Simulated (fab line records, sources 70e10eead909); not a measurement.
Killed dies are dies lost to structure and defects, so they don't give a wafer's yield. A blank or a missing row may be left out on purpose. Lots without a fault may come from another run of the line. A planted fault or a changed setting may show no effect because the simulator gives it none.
Chamber matching | flow nand_harc | NHARC_A_STAIRCASE_DEP_259 on pecvd-03: 3 sister chambers
The step deposits SiON, target thk 30 nm. 3 wafers are shown with their chamber, then 11 later ones without.

WAFERS WITH THEIR CHAMBER
wafer  | chamber | heater_power_w (W)
L085.1 | 1       | 806
L085.2 | 0       | 682
L084.2 | 2       | 828

WAFERS WITHOUT THEIR CHAMBER
wafer  | heater_power_w (W)
L084.3 | 717
L084.5 | 744
L089.1 | 747
L089.3 | 765
L089.6 | 778
L097.2 | 758
L097.3 | 911
L097.6 | 756
L096.1 | 887
L096.2 | 706
L096.6 | 902

WHICH CHAMBER EACH WENT THROUGH
wafer  | from the rows above          | in truth
L084.3 | can't be placed: 0 or 1 or 2 | 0
L084.5 | can't be placed: 0 or 1 or 2 | 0
L089.1 | can't be placed: 1 or 0 or 2 | 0
L089.3 | can't be placed: 1 or 2 or 0 | 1
L089.6 | can't be placed: 1 or 2 or 0 | 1
L097.2 | can't be placed: 1 or 2 or 0 | 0
L097.3 | can't be placed: 2 or 1      | 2
L097.6 | can't be placed: 1 or 2 or 0 | 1
L096.1 | can't be placed: 2 or 1      | 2
L096.2 | can't be placed: 0 or 1 or 2 | 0
L096.6 | can't be placed: 2 or 1      | 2
Placed correctly: 0 of 11. Can't be placed from these rows: 11 (the true chamber is among the candidates in 11). Placed wrongly: 0.
How it was worked out, from the rows above alone: a wafer's distance from a chamber is the root of the sum, over the readings, of the square of ((its reading less the chamber's mean) divided by the reading's scatter). The wafer belongs to the nearest chamber; if the next one is less than 2 further off, it can't be placed. A chamber's mean is the mean of its shown wafers. The scatter: with one shown wafer a chamber, the root of the mean of the squares of how far each hidden wafer lies from its nearest shown one.
